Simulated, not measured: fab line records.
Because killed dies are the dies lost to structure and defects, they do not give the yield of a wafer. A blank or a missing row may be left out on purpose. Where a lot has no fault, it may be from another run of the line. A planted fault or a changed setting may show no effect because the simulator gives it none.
Chamber matching / flow n5 finfet / N5_PMOS_HMC_CHANNEL_EPI_HM_DEP_34 on pecvd-03 has 3 sister chambers
The step deposits SiO2 from TEOS/O2, target thk 36 nm, time 6.9 s. 18 wafers are shown with their chamber, then 9 later ones without.

EACH WAFER AND ITS CHAMBER
wafer=L077.1; chamber=1; throttle valve pct (%)=19.5; heater power w (W)=708; showerhead plenum p Torr (Torr)=8.40
wafer=L077.4; chamber=1; throttle valve pct (%)=19.5; heater power w (W)=730; showerhead plenum p Torr (Torr)=8.38
wafer=L077.6; chamber=0; throttle valve pct (%)=19.5; heater power w (W)=430; showerhead plenum p Torr (Torr)=8.28
wafer=L078.1; chamber=2; throttle valve pct (%)=18.5; heater power w (W)=409; showerhead plenum p Torr (Torr)=8.33
wafer=L078.3; chamber=0; throttle valve pct (%)=19.2; heater power w (W)=432; showerhead plenum p Torr (Torr)=8.28
wafer=L078.6; chamber=2; throttle valve pct (%)=18.6; heater power w (W)=418; showerhead plenum p Torr (Torr)=8.30
wafer=L080.1; chamber=2; throttle valve pct (%)=18.5; heater power w (W)=369; showerhead plenum p Torr (Torr)=8.32
wafer=L080.2; chamber=0; throttle valve pct (%)=19.4; heater power w (W)=357; showerhead plenum p Torr (Torr)=8.29
wafer=L080.4; chamber=2; throttle valve pct (%)=18.5; heater power w (W)=381; showerhead plenum p Torr (Torr)=8.30
wafer=L082.1; chamber=1; throttle valve pct (%)=19.5; heater power w (W)=663; showerhead plenum p Torr (Torr)=8.39
wafer=L082.2; chamber=2; throttle valve pct (%)=18.4; heater power w (W)=395; showerhead plenum p Torr (Torr)=8.31
wafer=L082.6; chamber=1; throttle valve pct (%)=19.4; heater power w (W)=646; showerhead plenum p Torr (Torr)=8.37
wafer=L084.1; chamber=0; throttle valve pct (%)=19.3; heater power w (W)=438; showerhead plenum p Torr (Torr)=8.27
wafer=L084.3; chamber=1; throttle valve pct (%)=19.4; heater power w (W)=635; showerhead plenum p Torr (Torr)=8.37
wafer=L084.6; chamber=2; throttle valve pct (%)=18.7; heater power w (W)=332; showerhead plenum p Torr (Torr)=8.33
wafer=L087.2; chamber=2; throttle valve pct (%)=18.7; heater power w (W)=423; showerhead plenum p Torr (Torr)=8.34
wafer=L087.4; chamber=0; throttle valve pct (%)=19.2; heater power w (W)=407; showerhead plenum p Torr (Torr)=8.28
wafer=L087.6; chamber=1; throttle valve pct (%)=19.4; heater power w (W)=651; showerhead plenum p Torr (Torr)=8.37

SIGNATURES (averages over the wafers above)
reading=throttle valve pct; chamber 0=19.320; chamber 1=19.450; chamber 2=18.557; scatter within a chamber=0.103
reading=heater power w; chamber 0=412.80; chamber 1=672.17; chamber 2=389.57; scatter within a chamber=34.5
reading=showerhead plenum p Torr; chamber 0=8.2800; chamber 1=8.3800; chamber 2=8.3186; scatter within a chamber=0.0129
Rule: a wafer lies at a distance from a chamber equal to the root of the sum of squares, over the readings, of (its reading less the chamber's mean, divided by the reading's scatter). If the next closest chamber is less than 2 further off than the closest, the wafer can't be placed; otherwise it belongs to the closest. The scatter: the root of (the sum of the squares of (reading less its chamber's mean) over the shown wafers, divided by (wafers less chambers)).

WAFERS WHOSE CHAMBER IS MISSING
wafer=L088.1; throttle valve pct (%)=19.3; heater power w (W)=657; showerhead plenum p Torr (Torr)=8.38
wafer=L088.2; throttle valve pct (%)=18.7; heater power w (W)=433; showerhead plenum p Torr (Torr)=8.33
wafer=L088.5; throttle valve pct (%)=19.4; heater power w (W)=444; showerhead plenum p Torr (Torr)=8.28
wafer=L093.2; throttle valve pct (%)=19.5; heater power w (W)=400; showerhead plenum p Torr (Torr)=8.30
wafer=L093.4; throttle valve pct (%)=19.7; heater power w (W)=718; showerhead plenum p Torr (Torr)=8.38
wafer=L093.6; throttle valve pct (%)=19.7; heater power w (W)=416; showerhead plenum p Torr (Torr)=8.28
wafer=L094.2; throttle valve pct (%)=18.9; heater power w (W)=429; showerhead plenum p Torr (Torr)=8.33
wafer=L094.5; throttle valve pct (%)=19.7; heater power w (W)=723; showerhead plenum p Torr (Torr)=8.38
wafer=L094.6; throttle valve pct (%)=18.9; heater power w (W)=435; showerhead plenum p Torr (Torr)=8.32

WHICH CHAMBER EACH WENT THROUGH
wafer=L088.1; from the rows above=1; in truth=1
wafer=L088.2; from the rows above=2; in truth=2
wafer=L088.5; from the rows above=0; in truth=0
wafer=L093.2; from the rows above=0; in truth=0
wafer=L093.4; from the rows above=1; in truth=1
wafer=L093.6; from the rows above=0; in truth=0
wafer=L094.2; from the rows above=2; in truth=2
wafer=L094.5; from the rows above=1; in truth=1
wafer=L094.6; from the rows above=can't be placed: 2 or 0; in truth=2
Correctly placed: 8 of 9. Can't be placed from these rows: 1 (the true chamber is among the candidates in 1). Wrongly placed: 0.
